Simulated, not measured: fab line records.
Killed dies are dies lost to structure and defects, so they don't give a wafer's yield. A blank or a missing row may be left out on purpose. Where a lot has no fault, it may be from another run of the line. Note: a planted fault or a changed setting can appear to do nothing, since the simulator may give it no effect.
Split-lot experiment | flow n5Finfet | 7 lots, 39 wafers read, on a route of 1938 steps

## SPLIT DETAILS
At N5_HKMG_FIN_DESCUM_53 (chemistry O2, time 7.9 s), the setting timeS was moved away from the recipe's 7.9 s on 12 of the 39 wafers read, by -48.0% to +53.3%. All remaining wafers had this setting at the recipe value.

There is no step in the file separating the split from the reading.

## THE READING
CAR-ArF_of_HKMG_FIN_COAT_43.thkNm (the simulator's own value, which no gauge read), in nm, at N5_HKMG_FIN_ETCH_54 (etches SiARC in CF4, target depth 45.5 nm, time 75.8 s). No usual value for it is given in the file. Across the 27 wafers here that went through the recipe, the average is 50.8 nm and the standard deviation 0.28 nm.

wafer  | tool, chamber at the split | timeS as run, s | against the recipe | CAR-ArF_of_HKMG_FIN_COAT_43.thkNm, nm | against lot-mates on the recipe
L074.1 | rieDiel-04, 0,3            | 7.9             | recipe             | 51                                    | -
L074.2 | rieDiel-04, 2,3,0          | 7.9             | recipe             | 50.8                                  | -
L074.4 | rieDiel-04, 0,3            | 7.9             | recipe             | 50.8                                  | -
L074.6 | rieDiel-04, 2,3,0          | 7.9             | recipe             | 50.8                                  | -
L074.3 | rieDiel-04, 1              | 7.9             | recipe             | 50.4                                  | -
L074.5 | rieDiel-04, 2,3,0          | 7.9             | recipe             | 50.6                                  | -
L076.1 | rieDiel-03, 2,0            | 4.109           | -48.0%             | 53.6                                  | +2.3
L076.2 | rieDiel-03, 2,0            | 4.109           | -48.0%             | 53.8                                  | +2.5
L076.3 | rieDiel-03, 1              | 7.9             | recipe             | 51.2                                  | -
L076.5 | rieDiel-03, 2              | 7.9             | recipe             | 51.2                                  | -
L076.4 | rieDiel-03, 3              | 4.109           | -48.0%             | 53.2                                  | +1.9
L076.6 | rieDiel-03, 1              | 7.9             | recipe             | 51.6                                  | -
L082.1 | rieDiel-03, 3,0            | 7.9             | recipe             | 51.2                                  | -
L082.4 | rieDiel-03, 3,0            | 7.9             | recipe             | 51                                    | -
L082.6 | rieDiel-03, 0              | 7.9             | recipe             | 51                                    | -
L086.1 | rieDiel-04, 3              | 7.9             | recipe             | 50.6                                  | -
L086.5 | rieDiel-04, 3              | 7.9             | recipe             | 50.6                                  | -
L086.2 | rieDiel-04, 1,1,0          | 12.11           | +53.3%             | 48                                    | -2.7
L086.4 | rieDiel-04, 1,1,0          | 12.11           | +53.3%             | 48                                    | -2.7
L086.6 | rieDiel-04, 1,1,0          | 12.11           | +53.3%             | 48                                    | -2.7
L086.3 | rieDiel-04, 0              | 7.9             | recipe             | 50.8                                  | -
L088.1 | rieDiel-03, 0              | 7.9             | recipe             | 50.6                                  | -
L088.2 | rieDiel-03, 2,3,0          | 10.76           | +36.2%             | 49                                    | -1.8
L088.4 | rieDiel-03, 2,3,0          | 10.76           | +36.2%             | 49                                    | -1.8
L088.6 | rieDiel-03, 2,3,0          | 10.76           | +36.2%             | 49                                    | -1.8
L088.3 | rieDiel-03, 1              | 7.9             | recipe             | 51                                    | -
L088.5 | rieDiel-03, 3              | 7.9             | recipe             | 50.8                                  | -
L094.1 | rieDiel-04, 2,1,0          | 7.9             | recipe             | 50.8                                  | -
L094.2 | rieDiel-04, 2,1,0          | 7.9             | recipe             | 50.8                                  | -
L094.4 | rieDiel-04, 3              | 7.9             | recipe             | 50.8                                  | -
L094.3 | rieDiel-04, 2,1,0          | 7.9             | recipe             | 50.6                                  | -
L094.5 | rieDiel-04, 0              | 7.9             | recipe             | 51                                    | -
L094.6 | rieDiel-04, 1              | 7.9             | recipe             | 50.4                                  | -
L095.1 | rieDiel-03, 3,0            | 7.9             | recipe             | 50.6                                  | -
L095.6 | rieDiel-03, 2              | 7.9             | recipe             | 50.6                                  | -
L095.2 | rieDiel-03, 3,0            | 7.9             | recipe             | 50.4                                  | -
L095.3 | rieDiel-03, 1,2,1          | 11.59           | +46.7%             | 48.4                                  | -2.1
L095.4 | rieDiel-03, 1,2,1          | 11.59           | +46.7%             | 48.4                                  | -2.1
L095.5 | rieDiel-03, 1,2,1          | 11.59           | +46.7%             | 48.4                                  | -2.1
Where a row lists several chambers, the file gives one row for several wafers and doesn't say which wafer went through which chamber.

FIT RESULTS
A straight line over all 39 wafers: CAR-ArF_of_HKMG_FIN_COAT_43.thkNm changes by -0.0535 nm for each +1% of timeS; r = -0.98; the points scatter about the line by 0.25 nm.
The same after taking each lot's own level away (the mean of its wafers on the recipe; 39 wafers): -0.0476 nm for each +1%; r = -0.99; scatter 0.16 nm.
The reading moves by 2.5 nm for the largest change in timeS, on that fit.
The span of the lots' own levels, 50.53 to 51.33 nm, comes to 2.9 times the standard deviation stated above.
In other words, the slope is changed by the lot-to-lot level; the two fits disagree.
Check: for one of the wafers moved furthest among these (+53.3%), held out of the fit, the line's prediction against its lot-mates is -2.54 nm. It came out at -2.67 nm against them.

## OTHER SPLITS ON THESE WAFERS
Note: prior to the reading, these wafers also went through further splits. Each is held against what the fit with the lots' levels taken away leaves over:
other split on the same wafers        | wafers away from the commonest value | r with CAR-ArF_of_HKMG_FIN_COAT_43.thkNm (lot level and that fit taken away)
N5_ZERO_LAYER_DEVELOP_10 developTimeS | 12                                   | -0.18
N5_SD_EPI_N_EPI_21 epiGrowthTimeS     | 15                                   | -0.16

## THE WHOLE CHAIN: every reading that the file lists as answering this split, in the file's order
step                  | what it does                                           | reading                                                                            | change (the file's fit)                | r (the file's)
N5_HKMG_FIN_DESCUM_53 | chemistry O2, time 7.9 s                               | CAR-ArF_of_HKMG_FIN_COAT_43.thkNm (the simulator's own value, which no gauge read) | -0.0491 nm for each +1% of the setting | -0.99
N5_HKMG_FIN_ETCH_54   | etches SiARC in CF4, target depth 45.5 nm, time 75.8 s | CAR-ArF_of_HKMG_FIN_COAT_43.thkNm (the simulator's own value, which no gauge read) | -0.0478 nm for each +1% of the setting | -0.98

## FILE'S OWN FIT
CAR-ArF_of_HKMG_FIN_COAT_43.thkNm changes by -0.0478 nm for each +1% of timeS, r = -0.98.
